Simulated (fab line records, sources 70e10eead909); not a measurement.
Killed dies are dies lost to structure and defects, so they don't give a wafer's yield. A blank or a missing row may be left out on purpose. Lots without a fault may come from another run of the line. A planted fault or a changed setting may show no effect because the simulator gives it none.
Chamber matching | flow nand_harc | NHARC_A_BLC_ALD_23 on ald_metal-04: 4 sister chambers
The step deposits TiN, target thk 3 nm, pulse time 1 s, ald cycles 150. 4 wafers are shown with their chamber, then 7 later ones without.

WAFERS WITH THEIR CHAMBER
wafer  | chamber | heater_power_w (W)
L079.5 | 2       | 1092
L081.6 | 3       | 1145
L092.1 | 1       | 1089
L092.3 | 0       | 991

WAFERS WITHOUT THEIR CHAMBER
wafer  | heater_power_w (W)
L092.6 | 960
L093.1 | 998
L093.4 | 1213
L093.6 | 986
L096.2 | 1189
L096.5 | 1192
L096.6 | 974

WHICH CHAMBER EACH WENT THROUGH
wafer  | from the rows above          | in truth
L092.6 | 0                            | 0
L093.1 | 0                            | 0
L093.4 | can't be placed: 3 or 2 or 1 | 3
L093.6 | 0                            | 0
L096.2 | can't be placed: 3 or 2 or 1 | 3
L096.5 | can't be placed: 3 or 2 or 1 | 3
L096.6 | 0                            | 0
Placed correctly: 4 of 7. Can't be placed from these rows: 3 (the true chamber is among the candidates in 3). Placed wrongly: 0.
How it was worked out, from the rows above alone: a wafer's distance from a chamber is the root of the sum, over the readings, of the square of ((its reading less the chamber's mean) divided by the reading's scatter). The wafer belongs to the nearest chamber; if the next one is less than 2 further off, it can't be placed. A chamber's mean is the mean of its shown wafers. The scatter: with one shown wafer a chamber, the root of the mean of the squares of how far each hidden wafer lies from its nearest shown one.
